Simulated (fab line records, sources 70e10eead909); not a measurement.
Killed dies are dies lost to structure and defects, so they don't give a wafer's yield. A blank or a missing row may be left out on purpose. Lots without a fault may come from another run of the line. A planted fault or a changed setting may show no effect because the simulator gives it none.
fab line records | flow nand_harc
record lots=13 wafers=37 last_day=24
route steps=1159 shown A_SGD_CUT@765 A_SLIT@779
lots that met no fault: from a run of the same line without faults
start_h: hours from the record's first day to the start of the lot's first wafer shown | wait_h: hours since the lot's step before | " the same as in the row above | L1.1+2: a row that stands for several wafers | - no value, or no start given | * or withheld: withheld | < > ~ a bound
route shown NAME@n: a module of which the file shows steps, and the number in the route of the first | usual: mean/standard deviation of fault-free wafers | same: alike in all rows | chamber/n: place in a boat | sites: the reading at each site | _std_site: their standard deviation | _edge_site: outer sites' mean less inner sites' | radius_mm: how far each site lies from the wafer's centre | mask NAME#n: copy n | behind: the tool/chamber that last shaped the wafer | hold: why the lot was held/for how many hours/how that ended | device: the transistor (n, p or np) that didn't switch | end of line: the same wafers' tests at the end of the route | a step without rows: its recipe alone | killed: dies lost to structure and defects at the first sort, not the wafer's yield | map: a wafer's dies, x killed, . not, _ none there
set.NAME: the setting as run; set.NAME@STEP: as run at that earlier step | model.NAME: the simulator's own value behind a step, which no gauge read
steps of the route over a sample of lots; a table a step, a row a wafer
services: from which hour (start_h, from the record's first day; less than 0 if before it) a tool's chamber was out of use, for how many hours, and why
## steps
# step NHARC_A_SGD_CUT_ETCH_16
# recipe target_depth_a=3105 time_s=155.2 c4f8_flow_sccm=withheld o2_flow_sccm=8 ar_flow_sccm=withheld rf_w=600 bias_w=800 chemistry=C4F8/O2/Ar
# usual oes_product_au=0.966/0.016 rf_vpp_V=722/4.3
# columns lot.wafer tool chamber start_h wait_h oes_product_au rf_hours_counter_h rf_vpp_V
L153.1 rie_diel-10 3 - - 0.982 11 717
L153.3 " 0 " " 0.966 11 724
L153.2 " 1 " " 0.973 11 717
L152.3 rie_diel-04 2 - - 0.962 1 718
L152.2 " 0 " " 0.983 1 719
L152.1 " 1 " " 0.982 1 729
L157.1 rie_diel-11 0 - - 0.956 14 728
L157.2 " 1 " " 0.969 14 719
L157.6 " 0 " " 0.967 - 727
L155.3 rie_diel-04 0 - - 0.968 1 719
L155.1 " 1 " " 0.956 1 728
L155.6 " 1 " " 0.973 - 729
L156.1 rie_diel-04 3 - - 0.917 1 720
L156.3 " 2 " " 0.954 2 716
L156.6 " 0 " " 0.963 - 719
L159.3 rie_diel-11 2 - - 0.957 16 725
L159.2 " 3 " " 0.955 15 719
L159.4 " 0 " " 0.944 17 729
L158.3 rie_diel-11 0 - - 0.955 18 728
L158.1 " 2 " " 0.969 17 726
L162.4 rie_diel-10 1 - - 0.985 0 718
L162.2 " 2 " " 0.968 0 727
L162.3 " 3 " " 0.969 0 717
L165.3 rie_diel-11 3 - - 0.992 1 720
L165.5 " 0 " " 0.956 - 728
L168.2 rie_diel-04 1 - - 0.960 9 728
L168.5 " 2 " " 0.953 - 719
L168.6 " 3 " " 0.970 - 719
L169.3 rie_diel-10 0 - - 0.953 3 723
L169.2 " 1 " " 0.958 7 717
L169.4 " 2 " " 0.938 7 726
L172.2 rie_diel-04 1 - - 0.964 9 730
L172.3 " 0 " " 0.973 9 719
L172.5 " 2 " " 0.954 - 716
L170.2 rie_diel-11 1 - - 0.972 5 719
L170.6 " 1 " " 0.950 - 719
L170.5 " 2 " " 0.964 - 727
# step NHARC_A_SGD_CUT_DEP_20
# recipe target_thk_a=1500 temp_c=65 material=SiO2
# usual susceptor_temp_C=65.01/0.1
# columns lot.wafer tool chamber start_h wait_h susceptor_temp_C
L153.2 fcvd-01 0 315.76 - 65.07
L153.1 " 1 " " 65.13
L153.3 " 1 " " 65.15
L152.1 fcvd-02 0 315.91 - 65.08
L152.2 " 1 " " 64.95
L152.3 " 1 " " 64.93
L157.1 fcvd-02 0 325.16 - 65.12
L157.2 " 1 " " 65.11
L157.6 " 0 " " 65.01
L155.1 fcvd-01 1 325.61 - 64.91
L155.3 " 1 " " 65.01
L155.6 " 1 " " 64.91
L156.1 fcvd-02 1 330.24 - -
L156.3 " 0 " " -
L156.6 " 1 " " -
L159.2 fcvd-01 0 349.17 - 64.96
L159.4 " 1 " " 65.23
L159.3 " 0 " " 65.17
L158.1 fcvd-02 0 359.44 0.1 64.95
L158.3 " 0 " " 65.10
L162.2 fcvd-02 0 370.00 - 64.95
L162.3 " 0 " " 65.07
L162.4 " 0 " " 65.02
L165.3 fcvd-02 0 389.56 - 64.94
L165.5 " 0 " " 64.98
L168.2 fcvd-01 1 416.72 - 65.13
L168.6 " 0 " " 64.95
L168.5 " 1 " " 65.02
L169.2 fcvd-01 1 416.92 - 65.18
L169.4 " 1 " " 65.00
L169.3 " 0 " " 64.83
L172.2 fcvd-01 0 425.43 - 64.94
L172.3 " 1 " " 64.96
L172.5 " 1 " " 65.05
L170.2 fcvd-01 0 431.60 - -
L170.6 " 1 " " -
L170.5 " 0 " " -
# step NHARC_A_SGD_CUT_THK_MEAS_22
# recipe thk_meas_gauge=ellipsometry
# usual thk_nm=148.1/1.3
# columns lot.wafer tool chamber start_h wait_h thk_nm
L152.1 film_metro-02 - 323.45 0.2 149.4
L152.2 " - " " 147.4
L152.3 " - " " 148.4
L153.1 film_metro-01 - 323.45 0.2 149.2
L153.2 " - " " 146.0
L153.3 " - " " 148.9
L157.1 film_metro-01 - 329.61 0.2 147.1
L157.2 " - " " 148.6
L157.6 " - " " 150.7
L155.1 film_metro-01 - 329.76 0.2 146.1
L155.3 " - " " 147.6
L155.6 " - " " 150.2
L156.1 film_metro-02 - 334.87 0.2 148.5
L156.3 " - " " 147.5
L156.6 " - " " 150.1
L159.2 film_metro-02 - 354.01 0.2 146.4
L159.3 " - " " 148.5
L159.4 " - " " 150.5
L158.1 film_metro-01 - 365.11 0.2 146.9
L158.3 " - " " 130.9
L162.2 film_metro-02 - 375.16 0.2 146.3
L162.3 " - " " 127.4
L162.4 " - " " 146.6
L165.3 film_metro-02 - 392.73 0.2 130.7
L165.5 " - " " 130.0
L169.2 film_metro-02 - 421.29 0.2 147.1
L169.3 " - " " 148.5
L169.4 " - " " 147.3
L168.2 film_metro-01 - 421.29 0.2 149.3
L168.5 " - " " 149.2
L168.6 " - " " 145.7
L172.2 film_metro-02 - 431.44 0.2 148.3
L172.3 " - " " 147.3
L172.5 " - " " 148.2
L170.2 film_metro-01 - 436.73 0.2 148.6
L170.5 " - " " 145.4
L170.6 " - " " 145.2
# step NHARC_A_SGD_CUT_INSPECT_25
# usual raw_defect_count=349/110
# columns lot.wafer tool chamber start_h wait_h raw_defect_count
L153.1 defect_inspect-02 - 323.92 - 361
L153.2 " - " " 288
L153.3 " - " " 305
L152.1 defect_inspect-01 - 323.95 - 490
L152.2 " - " " 396
L152.3 " - " " 315
L157.1 defect_inspect-02 - 330.08 - 320
L157.2 " - " " 550
L157.6 " - " " 257
L155.1 defect_inspect-02 - 330.30 - 317
L155.3 " - " " 442
L155.6 " - " " 433
L156.1 defect_inspect-02 - 335.33 - 239
L156.3 " - " " 397
L156.6 " - " " 247
L159.2 defect_inspect-02 - 354.48 - 605
L159.3 " - " " 772
L159.4 " - " " 665
L158.1 defect_inspect-02 - 365.58 - 214
L158.3 " - " " 256
L162.2 defect_inspect-02 - 375.71 - 371
L162.3 " - " " 463
L162.4 " - " " 432
L165.3 defect_inspect-02 - 393.22 - 362
L165.5 " - " " 333
L168.2 defect_inspect-01 - 421.75 - 531
L168.5 " - " " 458
L168.6 " - " " 330
L169.2 defect_inspect-01 - 421.82 - 370
L169.3 " - " " 480
L169.4 " - " " 336
L172.2 defect_inspect-02 - 431.91 - 271
L172.3 " - " " 248
L172.5 " - " " 365
L170.2 defect_inspect-01 - 437.19 - 414
L170.5 " - " " 461
L170.6 " - " " 459
# step NHARC_A_SLIT_DEP_25
# recipe target_thk_a=2000 temp_c=400 pressure_torr=6.5 rf_w=900 teos_flow_sccm=161.4 flow_sccm=2650 target_thk_nm=200 gas=O2 material=SiO2
# usual heater_power_w=586/91 susceptor_temp_C=400.01/0.21 throttle_valve_pct=16.2/0.43
# columns lot.wafer tool chamber start_h wait_h heater_power_w susceptor_temp_C throttle_valve_pct
L153.1 pecvd-02 2 323.99 0.1 564 399.97 16.7
L153.2 " 0 " " 776 400.11 16.4
L153.3 " 1 " " 500 399.86 16.5
L152.2 pecvd-04 2 324.02 0.1 671 400.02 16.2
L152.1 " 0 " " 407 400.30 16.2
L152.3 " 1 " " 470 399.73 15.1
L157.2 pecvd-04 2 330.18 0.1 680 400.06 16.3
L157.1 " 0 " " 399 400.05 16.5
L157.6 " 2 " " 550 400.05 16.3
L155.3 pecvd-04 1 330.39 0.1 539 400.11 15.4
L155.1 " 0 " " 446 400.29 16.1
L155.6 " 1 " " 540 400.18 15.4
L156.1 pecvd-03 2 335.40 0.1 672 400.15 16.0
L156.3 " 1 " " 637 399.85 16.1
L156.6 " 1 " " 637 399.71 16.2
L159.3 pecvd-04 2 354.58 0.1 607 400.09 16.2
L159.2 " 0 " " 482 399.61 16.4
L159.4 " 1 " " 566 399.63 15.1
L158.3 pecvd-02 2 365.69 0.1 524 400.15 16.6
L158.1 " 0 " " 768 399.95 15.7
L162.2 pecvd-04 0 375.82 0.1 497 400.26 16.2
L162.3 " 1 " " 527 400.08 15.4
L162.4 " 2 " " 682 400.10 16.3
L165.3 pecvd-02 2 393.30 0.1 575 400.41 16.7
L165.5 " 0 " " 662 400.00 16.0
L168.2 pecvd-02 2 421.86 0.1 642 399.90 16.5
L168.6 " 1 " " 569 399.94 16.2
L168.5 " 0 " " 672 399.76 16.0
L169.3 pecvd-04 2 421.89 0.1 571 400.45 16.6
L169.2 " 1 " " 465 400.21 15.4
L169.4 " 2 " " 581 400.14 16.6
L172.2 pecvd-03 0 432.01 0.1 508 399.73 17.0
L172.3 " 1 " " 523 400.03 16.5
L172.5 " 0 " " 542 399.94 16.6
L170.2 pecvd-02 2 437.30 0.1 632 400.17 16.6
L170.5 " 1 " " 647 400.27 16.2
L170.6 " 0 " " 679 400.29 15.7
## services
# columns tool chamber start_h hours kind
fcvd-01 - 292.06 13.0 pm
fcvd-01 0 292.06 13.0 vent_cycle
fcvd-01 1 292.06 13.0 vent_cycle
pecvd-03 - 292.20 13.0 pm
rie_diel-10 3 303.06 3.6 repair
fcvd-01 0 305.06 - clean
fcvd-01 1 305.06 - clean
rie_diel-10 - 319.35 3.7 repair
rie_diel-04 3 323.33 6.3 repair
pecvd-02 0 329.73 4.6 repair
pecvd-02 - 334.39 13.0 pm
rie_diel-10 3 347.22 12.6 repair
fcvd-01 - 350.40 0.6 repair
rie_diel-10 - 353.50 9.0 pm
fcvd-02 1 356.75 39.3 repair
rie_diel-11 1 356.98 3.8 repair
rie_diel-11 - 366.55 9.0 pm
pecvd-04 - 366.98 0.5 repair
rie_diel-10 0 371.06 20.2 repair
fcvd-02 - 376.00 13.0 pm
pecvd-04 - 376.70 13.0 pm
pecvd-04 0 376.70 13.0 vent_cycle
rie_diel-04 0 403.57 8.0 repair
fcvd-02 - 416.04 1.1 repair
## key
first_sign step=NHARC_A_SGD_CUT_THK_MEAS_22 reading=thk_nm direction=down sigmas=14 usual=148.1 struck=129.8
effect none on later readings
met_at NHARC_A_SGD_CUT_DEP_20
struck_lots L158,L162,L165
struck_wafers L158.3,L162.3,L165.3,L165.5
tester_left_out L158,L162,L165
not_acting_at NHARC_A_SGD_CUT_ETCH_16,NHARC_A_SGD_CUT_INSPECT_25,NHARC_A_SLIT_DEP_25
onset_between 330.24 359.44
fault kind=process_parameter_drift tool=fcvd-02 chamber=- onset_h=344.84 steps=NHARC_A_SGD_CUT_DEP_20 channel=target_thk_a offset=* shape=step end_h=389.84 scope=struck_wafers_only stated=*
# tester_left_out: of these lots the tester's yield and bins aren't shown, on N5 and GAA mostly nor the transistor test; their killed dies are dies lost to structure and defects alone, not to doping, threshold or leakage, so they don't give the yield
